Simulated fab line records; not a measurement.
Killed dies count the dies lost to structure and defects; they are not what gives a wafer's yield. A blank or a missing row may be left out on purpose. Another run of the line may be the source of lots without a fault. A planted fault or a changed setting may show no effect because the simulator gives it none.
fab line records -- flow nand_harc
record: lots: 10, wafers: 30, last_day: 33
route steps=1302 shown A_CHANNEL_HOLE_D2@587 END@1302
lots that met no fault: from a run of the same line without faults
start_h: hours from the record's first day to the start of the lot's first wafer shown -- wait_h: hours from the lot's prior step to this one -- " the same as in the row above -- L1.1+2: one row covering several wafers at once -- - value missing, or start not given -- * or withheld: withheld -- < > ~ a bound
route shown NAME@n: names a module that has steps shown in the file, with the first one's number in the route -- usual: mean/standard deviation of fault-free wafers -- same: alike in all rows -- chamber/n: place in a boat -- sites: readings site by site -- _std_site: the standard deviation of these -- _edge_site: mean of outer sites minus mean of inner sites -- radius_mm: for every site, how far away it sits from the centre of the wafer -- mask NAME#n: copy n -- behind: the last tool/chamber to shape the wafer -- hold: reason for holding the lot/hours on hold/outcome of the hold -- device: transistor that didn't switch, given as n, p or np -- end of line: tests run on the same wafers once the route is complete -- where a step has no rows: the recipe by itself -- killed: not the wafer's yield, but the dies lost to structure and defects at the first sort -- map: shows each die of a wafer: x if killed, . if not, _ if none is there
set.NAME: setting as actually run; set.NAME@STEP: the setting as run at that earlier step -- model.NAME: the simulator's own value behind a step, which no gauge read
steps of the route over a sample of lots; a table a step, a row a wafer
services: a tool's chamber out of use, with start hour (start_h, from the record's first day; less than 0 if before it), hours out, and reason
== steps ==
step: NHARC_A_CHANNEL_HOLE_D2_ETCH_39
recipe: target_depth_a: 2600, over_etch_frac: 0.3, time_s: 325, ion_energy_ev: 200, n2_flow_sccm: 150, h2_flow_sccm: 150, ar_flow_sccm: 0, rf_w: 400, bias_w: 150, chemistry: N2/H2
usual: chamber_pressure_mTorr: 30.001/0.028, drypump_motor_current_A: 5.6/0.44, oes_product_au: 0.998/0.013, rf_vpp_V: 430.7/2.5, showerhead_plenum_p_Torr: 2.05/0.088, throttle_valve_pct: 14.171/0.0097
lot.wafer,tool,chamber,start_h,wait_h,chamber_pressure_mTorr,drypump_motor_current_A,oes_product_au,rf_hours_counter_h,rf_vpp_V,showerhead_plenum_p_Torr,throttle_valve_pct
L532.4,rie_diel-03,2,-,-,30.026,4.8,1.004,0.1,432.9,2.09,14.171
L532.3,rie_diel-03,3,-,-,29.946,5.5,0.992,0.1,434.3,2.16,14.182
L532.2,rie_diel-03,0,-,-,29.976,6.0,0.986,0.1,426.6,1.91,14.159
L533.2,rie_diel-03,3,-,-,30.036,5.5,0.990,0.9,434.2,2.16,14.171
L533.1,rie_diel-03,1,-,-,30.020,5.9,0.981,1.2,429.2,1.94,14.166
L533.4,rie_diel-03,2,-,-,29.998,4.8,0.998,1.0,431.8,2.09,14.163
L537.3,rie_diel-07,1,-,-,29.951,5.1,0.987,1.9,431.1,2.01,14.181
L537.4,rie_diel-07,2,-,-,29.989,5.3,1.023,2.2,433.0,2.15,14.149
L537.6,rie_diel-07,3,-,-,29.979,5.1,1.006,-,429.8,2.08,14.180
L536.1,rie_diel-03,2,-,-,29.998,4.8,1.006,2.8,433.4,2.09,14.173
L536.3,rie_diel-03,3,-,-,29.997,5.6,0.981,2.6,432.7,2.16,14.174
L536.6,rie_diel-03,3,-,-,29.997,5.5,0.993,-,431.9,2.16,14.180
L541.2,rie_diel-07,1,-,-,29.975,5.1,0.986,4.4,429.6,2.01,14.195
L541.4,rie_diel-07,2,-,-,29.995,5.3,1.013,4.7,431.9,2.15,14.179
L541.5,rie_diel-07,1,-,-,29.999,5.1,0.997,-,429.2,2.01,14.183
L542.3,rie_diel-03,2,-,-,30.004,4.8,1.013,7.1,431.0,2.09,14.182
L542.1,rie_diel-03,0,-,-,29.992,6.0,0.979,4.6,426.4,1.91,14.163
L542.4,rie_diel-03,1,-,-,29.986,5.9,0.996,7.2,425.9,1.94,14.163
L548.4,rie_diel-05,3,-,-,29.999,6.1,1.007,3.6,428.2,1.99,14.159
L548.5,rie_diel-05,1,-,-,29.977,5.3,1.006,-,430.7,2.09,14.182
L548.6,rie_diel-05,2,-,-,29.999,6.1,0.980,-,434.0,2.14,14.175
L551.3,rie_diel-05,0,-,-,30.000,6.0,1.007,3.9,429.0,1.94,14.176
L551.6,rie_diel-05,3,-,-,30.012,6.1,1.002,-,428.4,1.99,14.166
L551.5,rie_diel-05,0,-,-,29.950,6.0,1.015,-,426.9,1.94,14.173
L555.4,rie_diel-03,0,-,-,29.982,6.0,1.006,2.2,427.3,1.91,14.172
L555.2,rie_diel-03,1,-,-,29.995,5.9,1.005,2.3,427.5,1.94,14.171
L555.3,rie_diel-03,2,-,-,30.001,4.8,1.021,1.8,432.3,2.08,14.181
L553.3,rie_diel-07,3,-,-,29.996,5.1,1.010,1.1,430.4,2.08,14.178
L553.1,rie_diel-07,0,-,-,30.013,5.9,0.989,1.6,431.5,2.11,14.154
L553.5,rie_diel-07,1,-,-,30.041,5.1,0.999,-,429.3,2.01,14.183
step: NHARC_A_CHANNEL_HOLE_D2_ETCH_20
recipe: bias_v: 3000, source_w: withheld, pressure_mtorr: 20, time_s: 361.9, ar_flow_sccm: 375, c4f8_flow_sccm: 89.3, o2_flow_sccm: 35.7, temp_c: -20, target_depth_a: 16000, chemistry: C4F8/O2/Ar
usual: chamber_pressure_mTorr: 20.001/0.019, drypump_motor_current_A: 5.8/0.39, showerhead_plenum_p_Torr: 3.61/0.088, temp_c: -20.01/0.12, throttle_valve_pct: 32.154/0.0096
lot.wafer,tool,chamber,start_h,wait_h,chamber_pressure_mTorr,drypump_motor_current_A,rf_hours_counter_h,showerhead_plenum_p_Torr,temp_c,throttle_valve_pct
L532.2,har_etch-01,0,295.37,0.1,19.993,6.2,149,3.52,-20.04,32.132
L532.4,har_etch-01,0,295.37,0.1,19.987,6.2,-,3.52,-19.98,32.157
L532.3,har_etch-01,1,295.37,0.1,20.022,6.0,-,3.63,-19.93,32.140
L533.1,har_etch-01,0,303.72,0.1,19.986,6.2,157,3.52,-19.91,32.151
L533.2,har_etch-01,1,303.72,0.1,20.016,6.0,157,3.62,-20.14,32.149
L533.4,har_etch-01,0,303.72,0.1,19.997,6.2,-,3.52,-19.83,32.161
L537.3,har_etch-01,1,342.61,0.2,20.001,6.0,-,3.61,-19.73,32.156
L537.4,har_etch-01,0,342.61,0.2,20.013,6.2,-,3.51,-20.15,32.158
L537.6,har_etch-01,1,342.61,0.2,19.984,6.0,-,3.61,-19.90,32.153
L536.1,har_etch-02,1,343.10,0.1,20.010,5.5,389,3.72,-19.88,32.154
L536.3,har_etch-02,1,343.10,0.1,19.994,5.5,-,3.71,-19.88,32.174
L536.6,har_etch-02,1,343.10,0.1,20.003,5.6,-,3.72,-20.06,32.152
L541.2,har_etch-01,1,385.27,0.1,19.978,6.0,203,3.60,-19.99,32.165
L541.4,har_etch-01,1,385.27,0.1,20.021,6.0,-,3.60,-19.98,32.141
L541.5,har_etch-01,1,385.27,0.1,20.027,6.0,-,3.60,-19.87,32.152
L542.1,har_etch-01,1,389.51,0.1,19.973,6.0,207,3.60,-19.86,32.165
L542.3,har_etch-01,0,389.51,0.1,19.999,6.2,-,3.49,-19.83,32.143
L542.4,har_etch-01,1,389.51,0.1,19.971,6.0,-,3.60,-20.00,32.144
L548.4,har_etch-01,1,469.95,0.2,19.974,6.0,-,3.57,-20.01,32.146
L548.6,har_etch-01,0,469.95,0.2,20.006,6.3,-,3.47,-19.80,32.136
L548.5,har_etch-01,1,469.95,0.2,19.998,6.0,-,3.57,-20.03,32.158
L551.3,har_etch-02,0,489.18,0.2,19.990,5.2,-,3.68,-20.12,32.157
L551.6,har_etch-02,1,489.18,0.2,19.929,5.5,-,3.68,-20.16,32.143
L551.5,har_etch-02,0,489.18,0.2,19.985,5.2,-,3.68,-20.02,32.155
L555.2,har_etch-01,0,509.36,0.1,19.994,6.3,280,3.45,-20.09,32.137
L555.4,har_etch-01,0,509.36,0.1,19.966,6.2,-,3.45,-19.84,32.144
L555.3,har_etch-01,1,509.36,0.1,20.003,6.0,-,3.56,-19.76,32.138
L553.1,har_etch-01,0,513.57,0.1,19.991,6.2,284,3.45,-20.09,32.159
L553.3,har_etch-01,1,513.57,0.1,20.010,6.0,-,3.56,-20.06,32.161
L553.5,har_etch-01,0,513.57,0.1,19.997,6.2,-,3.45,-19.90,32.155
step: NHARC_A_CHANNEL_HOLE_D2_ETCH_27
recipe: bias_v: 400, source_w: 2000, pressure_mtorr: 25, time_s: 90, ar_flow_sccm: 375, c4f8_flow_sccm: 41.7, o2_flow_sccm: 83.3, temp_c: -20, target_depth_a: 4000, chemistry: C4F8/O2/Ar
usual: chamber_pressure_mTorr: 25.002/0.024, drypump_motor_current_A: 5.8/0.39, showerhead_plenum_p_Torr: 3.65/0.091, temp_c: -20.00/0.093, throttle_valve_pct: 27.619/0.0096
lot.wafer,tool,chamber,start_h,wait_h,chamber_pressure_mTorr,drypump_motor_current_A,rf_hours_counter_h,showerhead_plenum_p_Torr,temp_c,throttle_valve_pct
L532.2,har_etch-01,0,299.26,0.2,24.977,6.2,153,3.55,-19.90,27.618
L532.4,har_etch-01,0,299.26,0.2,25.013,6.2,-,3.55,-19.84,27.635
L532.3,har_etch-01,1,299.26,0.2,25.015,5.9,-,3.66,-20.09,27.611
L533.1,har_etch-01,0,307.59,0.2,24.987,6.2,161,3.55,-20.10,27.618
L533.2,har_etch-01,1,307.59,0.2,25.013,6.0,161,3.66,-20.22,27.626
L533.4,har_etch-01,0,307.59,0.2,25.004,6.2,-,3.55,-19.95,27.618
L537.3,har_etch-01,1,346.42,0.2,24.995,6.0,-,3.65,-20.00,27.625
L537.4,har_etch-01,0,346.42,0.2,25.035,6.2,-,3.54,-20.09,27.620
L537.6,har_etch-01,1,346.42,0.2,25.036,6.0,-,3.65,-20.09,27.621
L536.1,har_etch-02,1,346.96,0.2,25.053,5.5,393,3.75,-20.00,27.618
L536.3,har_etch-02,1,346.96,0.2,24.941,5.5,-,3.75,-20.05,27.620
L536.6,har_etch-02,1,346.96,0.2,25.005,5.5,-,3.75,-19.94,27.624
L541.2,har_etch-01,1,389.16,0.2,24.993,6.0,207,3.63,-20.00,27.624
L541.4,har_etch-01,1,389.16,0.2,25.006,6.0,-,3.63,-19.98,27.623
L541.5,har_etch-01,1,389.16,0.2,25.019,5.9,-,3.63,-20.00,27.620
L542.1,har_etch-01,1,393.35,0.2,25.011,6.0,211,3.63,-20.01,27.621
L542.3,har_etch-01,0,393.35,0.2,25.000,6.2,-,3.52,-19.98,27.608
L542.4,har_etch-01,1,393.35,0.2,25.002,6.0,-,3.63,-20.03,27.612
L548.4,har_etch-01,1,473.73,0.2,24.976,6.0,-,3.60,-19.98,27.627
L548.6,har_etch-01,0,473.73,0.2,25.028,6.2,-,3.50,-20.17,27.610
L548.5,har_etch-01,1,473.73,0.2,24.995,6.0,-,3.60,-20.11,27.626
L551.3,har_etch-02,0,492.98,0.2,24.992,5.2,-,3.71,-20.04,27.622
L551.6,har_etch-02,1,492.98,0.2,24.985,5.5,-,3.71,-19.78,27.628
L551.5,har_etch-02,0,492.98,0.2,25.041,5.2,-,3.71,-20.09,27.626
L555.2,har_etch-01,0,513.21,0.2,24.966,6.2,283,3.48,-20.01,27.609
L555.4,har_etch-01,0,513.21,0.2,25.019,6.2,-,3.48,-19.81,27.606
L555.3,har_etch-01,1,513.21,0.2,25.082,6.0,-,3.59,-19.97,27.637
L553.1,har_etch-01,0,517.41,0.2,24.966,6.2,287,3.48,-19.90,27.634
L553.3,har_etch-01,1,517.41,0.2,25.001,6.0,-,3.59,-19.92,27.620
L553.5,har_etch-01,0,517.41,0.2,25.020,6.2,-,3.48,-20.00,27.621
step: NHARC_A_CHANNEL_HOLE_D2_ETCH_44
recipe: target_depth_a: 1400, overetch_a: 140, time_s: 77, ion_energy_ev: 100, cf4_flow_sccm: 80, o2_flow_sccm: 20, ar_flow_sccm: 0, rf_w: 300, bias_w: 100, chemistry: CF4/O2
usual: chamber_pressure_mTorr: 30.000/0.027, drypump_motor_current_A: 5.6/0.45, oes_product_au: 0.994/0.013, rf_vpp_V: 197.8/1.5, showerhead_plenum_p_Torr: 1.33/0.058, throttle_valve_pct: 13.396/0.0093
lot.wafer,tool,chamber,start_h,wait_h,chamber_pressure_mTorr,drypump_motor_current_A,oes_product_au,rf_hours_counter_h,rf_vpp_V,showerhead_plenum_p_Torr,throttle_valve_pct
L532.2,rie_diel-03,3,300.00,0.1,30.019,5.5,0.987,0.7,198.3,1.41,13.393
L532.4,rie_diel-03,0,300.00,0.1,30.059,6.0,0.974,0.9,196.0,1.26,13.390
L532.3,rie_diel-03,2,300.00,0.1,30.002,4.8,0.993,0.8,197.5,1.36,13.397
L533.2,rie_diel-03,1,308.33,0.1,29.994,5.9,0.984,1.8,196.9,1.28,13.407
L533.4,rie_diel-03,3,308.33,0.1,30.003,5.5,0.992,1.4,200.4,1.41,13.394
L533.1,rie_diel-03,0,308.33,0.1,30.046,6.0,0.982,1.6,196.6,1.26,13.400
L537.3,rie_diel-05,2,347.10,0.0,30.043,6.1,0.994,5.7,200.4,1.40,13.394
L537.4,rie_diel-05,3,347.10,0.0,30.010,6.1,1.006,5.5,195.8,1.31,13.400
L537.6,rie_diel-05,3,347.10,0.0,29.986,6.1,1.000,-,197.3,1.31,13.399
L536.3,rie_diel-03,1,347.72,0.1,29.972,5.9,0.995,4.0,198.1,1.28,13.400
L536.1,rie_diel-03,2,347.72,0.1,29.996,4.8,1.005,3.6,198.8,1.36,13.396
L536.6,rie_diel-03,0,347.72,0.1,30.009,6.0,0.971,-,196.1,1.25,13.403
L541.4,rie_diel-05,0,389.90,0.1,29.974,6.0,1.016,7.9,195.7,1.27,13.388
L541.2,rie_diel-05,1,389.90,0.1,29.987,5.3,0.997,7.3,198.8,1.37,13.385
L541.5,rie_diel-05,0,389.90,0.1,29.994,6.0,1.023,-,196.4,1.27,13.415
L542.1,rie_diel-03,1,394.07,0.0,30.010,5.9,0.998,7.5,196.5,1.27,13.394
L542.3,rie_diel-03,2,394.07,0.0,30.049,4.8,1.015,7.7,198.2,1.36,13.374
L542.4,rie_diel-03,0,394.07,0.0,29.985,6.0,0.980,4.9,196.3,1.26,13.398
L548.4,rie_diel-03,3,474.38,0.1,30.010,5.5,1.004,0.6,199.8,1.41,13.389
L548.5,rie_diel-03,2,474.38,0.1,29.958,4.8,1.000,-,198.6,1.36,13.399
L548.6,rie_diel-03,3,474.38,0.1,30.018,5.5,0.999,-,199.2,1.41,13.394
L551.3,rie_diel-03,3,493.69,0.1,29.971,5.5,0.985,1.3,199.1,1.40,13.388
L551.6,rie_diel-03,0,493.69,0.1,30.001,6.0,0.989,-,195.2,1.25,13.393
L551.5,rie_diel-03,1,493.69,0.1,29.993,5.9,0.991,-,196.8,1.27,13.416
L555.2,rie_diel-03,3,513.99,0.1,29.984,5.5,0.996,2.9,199.7,1.40,13.402
L555.3,rie_diel-03,1,513.99,0.1,29.968,6.0,0.994,3.6,196.6,1.27,13.399
L555.4,rie_diel-03,0,513.99,0.1,30.011,6.0,0.988,-,196.3,1.25,13.390
L553.3,rie_diel-03,2,518.15,0.1,29.988,4.8,1.010,2.1,197.4,1.36,13.385
L553.1,rie_diel-03,0,518.15,0.1,29.966,6.0,0.989,3.7,196.0,1.25,13.402
L553.5,rie_diel-03,1,518.15,0.1,30.028,5.9,0.989,-,195.2,1.27,13.373
step: NHARC_A_CHANNEL_HOLE_D2_XSEM_32
recipe: landing_energy_ev: 35000
usual: bot_cd_nm: 74.6/1.9, bow_nm: 8.65/0.29, tilt_deg: 0.08/0.043
lot.wafer,tool,chamber,start_h,wait_h,bot_cd_nm,bow_nm,tilt_deg
L532.2,xsem-02,0,300.89,0.1,71.8,9.09,0.06
L532.3,xsem-02,0,300.89,0.1,72.7,9.06,0.06
L532.4,xsem-02,0,300.89,0.1,73.5,9.08,0.06
L533.1,xsem-01,0,309.21,0.1,71.8,8.55,0.08
L533.2,xsem-01,0,309.21,0.1,76.6,8.53,0.08
L533.4,xsem-01,0,309.21,0.1,72.5,8.50,0.08
L537.3,xsem-02,0,347.98,0.1,75.7,8.31,0.06
L537.4,xsem-02,0,347.98,0.1,72.9,8.35,0.06
L537.6,xsem-02,0,347.98,0.1,73.5,8.40,0.06
L536.1,xsem-01,0,348.59,0.1,73.8,9.21,0.05
L536.3,xsem-01,0,348.59,0.1,75.0,9.19,0.04
L536.6,xsem-01,0,348.59,0.1,74.2,9.12,0.04
L541.2,xsem-01,0,390.78,0.1,76.1,9.62,0.13
L541.4,xsem-01,0,390.78,0.1,75.4,9.75,0.13
L541.5,xsem-01,0,390.78,0.1,76.0,9.77,0.13
L542.1,xsem-02,0,394.95,0.1,76.2,9.89,0.08
L542.3,xsem-02,0,394.95,0.1,73.9,8.63,0.08
L542.4,xsem-02,0,394.95,0.1,74.4,9.87,0.08
L548.4,xsem-02,0,475.28,0.1,75.7,8.42,0.07
L548.5,xsem-02,0,475.28,0.1,76.2,8.42,0.07
L548.6,xsem-02,0,475.28,0.1,73.8,8.44,0.07
L551.3,xsem-01,0,494.68,0.1,74.2,9.02,0.02
L551.5,xsem-01,0,494.68,0.1,78.1,9.01,0.02
L551.6,xsem-01,0,494.68,0.1,73.5,8.98,0.02
L555.2,xsem-01,0,515.00,0.1,73.6,8.54,0.07
L555.3,xsem-01,0,515.00,0.1,75.7,8.47,0.07
L555.4,xsem-01,0,515.00,0.1,75.2,8.54,0.06
L553.1,xsem-01,0,519.02,0.1,73.0,8.97,0.06
L553.3,xsem-01,0,519.02,0.1,72.4,8.92,0.05
L553.5,xsem-01,0,519.02,0.1,74.5,8.94,0.06
step: NHARC_END_SORT_01
recipe: temp_c: 25
usual: killed_at_array: 52/19, killed_at_other: 0.9/1.3, killed_at_periphery: 4/3.1, killed_dies: 57/18, killed_open: 3.2/1.7, killed_short: 2.3/1.4
same: gross_dies: 677
lot.wafer,tool,chamber,start_h,wait_h,killed_at_array,killed_at_other,killed_at_periphery,killed_dies,killed_open,killed_short
L548.4,prober-01,0,748.28,3.4,41,0,6,47,2,2
L548.5,prober-01,0,749.08,3.7,51,0,2,53,3,4
L548.6,prober-01,0,749.88,4.0,36,1,4,41,6,4
killed by level:class
L548.4 A_CHANNEL_HOLE_D2:chamber_film_flake=23 A_CHANNEL_HOLE_D1:chamber_film_flake=5 A_CONTACT:chamber_film_flake=5 A_SLIT:chamber_film_flake=3 P_M1:chamber_film_flake=2 P_BONDPAD:chamber_film_flake=2 P_GATE:geometric_particle:short=1 A_CHANNEL_FILL_D1:geometric_particle:open=1
L548.5 A_CHANNEL_HOLE_D2:chamber_film_flake=20 A_CONTACT:chamber_film_flake=8 A_SLIT:chamber_film_flake=6 A_CHANNEL_HOLE_D1:chamber_film_flake=5 A_CHANNEL_FILL_D1:chamber_film_flake=2 A_WL_FILL:chamber_film_flake=2 A_CHANNEL_FILL_D1:geometric_particle:open=1 A_DECK1_JOINT:geometric_particle:open=1
L548.6 A_SLIT:chamber_film_flake=8 A_CHANNEL_HOLE_D2:chamber_film_flake=7 A_CHANNEL_HOLE_D1:chamber_film_flake=5 A_CONTACT:chamber_film_flake=5 A_DECK1_JOINT:geometric_particle:open=3 P_M1:chamber_film_flake=3 A_WL_FILL:geometric_particle:short=2 A_CHANNEL_FILL_D1:geometric_particle:open=1
== services ==
tool,chamber,start_h,hours,kind
rie_diel-03,-,281.30,9.0,pm
rie_diel-03,0,281.30,9.0,vent_cycle
rie_diel-03,1,281.30,9.0,vent_cycle
rie_diel-03,2,281.30,9.0,vent_cycle
rie_diel-03,3,281.30,9.0,vent_cycle
rie_diel-03,0,290.30,-,clean
rie_diel-03,1,290.30,-,clean
rie_diel-03,2,290.30,-,clean
rie_diel-03,3,290.30,-,clean
rie_diel-07,-,294.20,9.0,pm
rie_diel-07,0,362.16,15.3,repair
rie_diel-03,0,367.00,16.4,repair
xsem-01,-,374.00,14.0,pm
har_etch-02,-,377.23,17.0,pm
rie_diel-07,1,392.29,2.6,repair
rie_diel-03,3,398.97,10.2,repair
rie_diel-05,-,406.65,9.0,pm
rie_diel-03,-,458.30,9.0,pm
rie_diel-05,1,459.54,3.5,repair
rie_diel-07,-,471.27,9.0,pm
rie_diel-05,3,477.82,6.1,repair
rie_diel-05,0,478.91,8.1,repair
rie_diel-03,2,486.18,14.0,repair
rie_diel-03,2,507.46,10.5,repair
== key ==
first_sign: step: NHARC_A_CHANNEL_HOLE_D2_XSEM_32, reading: bow_nm, direction: up, sigmas: 3.8, usual: 8.65, struck: 9.78
effect none on later readings
met_at NHARC_A_CHANNEL_HOLE_D2_ETCH_20
struck_lots L541,L542
struck_wafers L541.2,L541.4,L541.5,L542.1,L542.4
tester_left_out L541,L542
not_acting_at NHARC_A_CHANNEL_HOLE_D2_ETCH_39,NHARC_A_CHANNEL_HOLE_D2_ETCH_27,NHARC_A_CHANNEL_HOLE_D2_ETCH_44
onset_between 342.61 385.27
fault: kind: process_parameter_drift, tool: har_etch-01, chamber: 1, onset_h: 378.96, steps: NHARC_A_CHANNEL_HOLE_D2_ETCH_20, channel: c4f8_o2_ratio, offset: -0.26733, shape: step, end_h: 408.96, acts_in: these_recipes_only, stated: 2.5
tester_left_out: of these lots the tester's yield and bins aren't shown, on N5 and GAA mostly nor the transistor test; their killed dies are dies lost to structure and defects alone, not to doping, threshold or leakage, so they don't give the yield
